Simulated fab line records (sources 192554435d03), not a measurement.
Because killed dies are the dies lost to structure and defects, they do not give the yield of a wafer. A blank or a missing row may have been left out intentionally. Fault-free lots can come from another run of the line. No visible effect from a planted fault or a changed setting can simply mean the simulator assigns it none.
A struck lot beside a sound one -- flow n5Finfet -- 15 steps out of a route of 1938
Sound: these wafers, L372.1, L372.2, L372.5. Wafers struck: L366.1, L366.2, L366.6. The cause is named last.
Each step with rows lists, per side, the tool, then ch with its chambers, then its first start. Under that, the readings that differ: sound wafers -- struck wafers -- difference of the means -- sigmas: that difference in standard deviations of wafers without a fault.
alike: same words and numbers on both sides, and readings whose means sit less than 2 such deviations apart. not compared: any withheld reading, any reading some wafer has no value for, any bound like >300 that may hide the same value, and any number with overlapping values for which the record gives no deviation.
Wherever a step has rows on one side only, a row that says differs or no value, or a row with sigmas, the two part there. Numbers that don't overlap but have no deviation are shown without sigmas and don't part them. A reading missing from all wafers of one side parts the sides only when that side holds two or more wafers.

N5_BEOL_M1_DESCUM_33: chemistry O2, time 7 s.
  sound on rieDiel-06 ch 1,2,3, day 10 19:02; struck on rieDiel-06 ch 1,3, day 9 09:47
  alike: drypumpMotorCurrentA, o2FlowSccm, oesProductAu, rfVppV, showerheadPlenumPTorr, tempC, throttleValvePct
  not compared: rfHoursCounterH
N5_BEOL_M1_ETCH_77: etches underlayer in N2/H2, target depth 6.5 nm, time 5.2 s.
  sound on rieDiel-06 ch 1,2,3, day 10 19:04; struck on rieDiel-06 ch 1,3, day 9 09:49
  alike: drypumpMotorCurrentA, etchRfOnTimeS, oesProductAu, rfVppV, showerheadPlenumPTorr, throttleValvePct
  not compared: rfHoursCounterH
then, 3 steps without rows for these wafers: N5_BEOL_M1_ETCH_69 (etches SiARC in CF4, target depth 15.6 nm, time 26 s); N5_BEOL_M1_ALD_98 (deposits SiO2, target thk 2.5 nm, pulse time 1 s, co reactant pulse time 1 s); N5_BEOL_M1_ETCHBACK_99 (etches SiO2 in CHF3, target depth 5 nm, time 10.4 s).
N5_BEOL_M1_ETCH_70: etches SOC in N2/H2, target depth 80 nm, overetch 16 nm, time 120 s.
  sound on rieDiel-03 ch 0,1,2, day 10 20:56; struck on rieDiel-04 ch 0,3, day 9 11:38
  alike: drypumpMotorCurrentA, oesProductAu, rfVppV, showerheadPlenumPTorr, tempC, throttleValvePct
  not compared: rfHoursCounterH
then, 2 steps without rows for these wafers: N5_BEOL_M1_STRIP_71 (strips in N2/H2); N5_BEOL_M1_STRIP_78 (strips in N2/H2).
N5_BEOL_M1_VIA_ETCH_34: etches the open film in C4F6/O2, target depth 67.8 nm, time 64.4 s.
  sound on rieDiel-03 ch 0,1,2, day 10 21:02; struck on rieDiel-04 ch 0,3, day 9 11:44
  alike: drypumpMotorCurrentA, oesProductAu, rfVppV, showerheadPlenumPTorr, throttleValvePct
  not compared: rfHoursCounterH
then, 3 steps without rows for these wafers: N5_BEOL_M1_STRIP_83 (strips in C4F6/O2); N5_BEOL_M1_STRIP_36 (strips in N2/H2); N5_BEOL_M1_TRENCH_ETCH_37 (etches SiOC in C4F6/O2, target depth 55.207 nm, time 29 s).
N5_BEOL_M1_ETCH_41: etches SiCN in CH3F/O2, target depth 31.9 nm, time 57.8 s.
  sound on rieDiel-03 ch 0,1,2, day 10 21:10; struck on rieDiel-04 ch 0,3, day 9 11:52
reading,sound,struck,difference,sigmas
model.etch.depthNm (nm),21.82 22.27 22.13,17.89 17.98 17.93,-4.14,
  alike: drypumpMotorCurrentA, oesProductAu, rfVppV, showerheadPlenumPTorr, throttleValvePct
  not compared: rfHoursCounterH
N5_BEOL_M1_STRIP_97: strips in N2/H2, time 10 s.
  sound: rieDiel-03 ch 0,1,2; struck: rieDiel-04 ch 0,3
  alike: drypumpMotorCurrentA, oesProductAu, rfVppV, showerheadPlenumPTorr, tempC, throttleValvePct
  not compared: rfHoursCounterH
N5_BEOL_M4_RC_MEAS_101:
  sound on prober-01 ch 0, day 12 18:41; struck on prober-02 ch 0, day 11 08:00
reading,sound,struck,difference,sigmas
DIBL_P (mV/V),40.7 41.1 40.1,35.6 35.5 35.9,-5.0,-3
  alike: DIBL_N, IOFF_N, IOFF_P, ION_N, ION_P, SS_N, SS_P, VT_N, VT_P

WHERE THEY PART
Only at N5_BEOL_M4_RC_MEAS_101, as far as this record shows.

WHY: what had been put in by the simulator
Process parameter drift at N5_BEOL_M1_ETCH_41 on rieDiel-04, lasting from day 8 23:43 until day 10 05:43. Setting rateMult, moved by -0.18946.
